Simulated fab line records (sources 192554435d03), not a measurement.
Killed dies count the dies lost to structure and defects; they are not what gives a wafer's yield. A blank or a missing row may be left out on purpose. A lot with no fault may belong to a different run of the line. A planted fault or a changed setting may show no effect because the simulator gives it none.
Matching of chambers    flow n5Finfet    N5_BEOL_M6_ETCH_65 on rieDiel-04: 4 sister chambers
The step etches SiARC in CF4, target depth 15.6 nm, time 26 s. 20 wafers are shown with their chamber, then 10 later ones without.

WAFERS PAIRED WITH THEIR CHAMBERS
wafer   chamber  showerheadPlenumPTorr (Torr)  throttleValvePct (%)  rfVppV (V)
L077.4  1        2.10                          15.74                 183.2
L077.5  1        2.10                          15.76                 182.6
L077.6  2        2.07                          15.54                 183.9
L080.1  3        2.18                          15.69                 185.7
L080.2  2        2.07                          15.55                 184.6
L080.3  1        2.09                          15.75                 181.8
L080.4  0        2.16                          15.49                 183.9
L080.5  3        2.18                          15.69                 185.7
L080.6  2        2.07                          15.53                 183.1
L087.3  2        2.06                          15.58                 182.3
L087.5  3        2.18                          15.21                 186.2
L087.6  2        2.06                          15.55                 184.1
L086.2  2        2.06                          15.59                 182.9
L086.4  3        2.18                          15.22                 184.3
L086.6  1        2.09                          15.80                 183.6
L085.1  2        2.06                          15.56                 184.2
L085.3  0        2.16                          15.51                 183.8
L085.4  3        2.18                          15.22                 185.0
L089.1  3        2.18                          15.23                 184.9
L089.2  1        2.08                          15.82                 182.9

SIGNATURES (averages over the wafers above)
reading                chamber 0  chamber 1  chamber 2  chamber 3  scatter within a chamber
showerheadPlenumPTorr  2.1600     2.0920     2.0643     2.1800     0.00531
throttleValvePct       15.5000    15.7740    15.5571    15.3767    0.137
rfVppV                 183.850    182.820    183.586    185.300    0.723
Rule: for a wafer and a chamber, the distance is found by dividing, reading by reading, the gap between the wafer's reading and the chamber's mean by the reading's scatter, squaring, summing and taking the root. If the next closest chamber is less than 2 further off than the closest, the wafer can't be placed; otherwise it belongs to the closest. The scatter: the root of (the sum of the squares of (reading less its chamber's mean) over the shown wafers, divided by (wafers less chambers)).

WAFERS WHOSE CHAMBER IS MISSING
wafer   showerheadPlenumPTorr (Torr)  throttleValvePct (%)  rfVppV (V)
L089.5  2.18                          15.23                 185.2
L093.1  2.15                          15.53                 184.0
L093.3  2.06                          15.59                 185.5
L093.4  2.08                          15.81                 182.8
L095.4  2.06                          15.61                 183.7
L095.5  2.15                          15.54                 185.6
L095.6  2.08                          15.82                 184.6
L096.4  2.15                          15.55                 183.9
L096.5  2.06                          15.60                 182.1
L096.6  2.08                          15.84                 182.3

CHAMBER TAKEN BY EACH
wafer   from the rows above      in truth
L089.5  3                        3
L093.1  0                        0
L093.3  2                        2
L093.4  can't be placed: 1 or 2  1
L095.4  2                        2
L095.5  0                        0
L095.6  can't be placed: 1 or 2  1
L096.4  0                        0
L096.5  2                        2
L096.6  can't be placed: 1 or 2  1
Correctly placed: 7 of 10. Not placeable from these rows: 3 (in 3, the candidates include the true chamber). 0 placed wrongly.
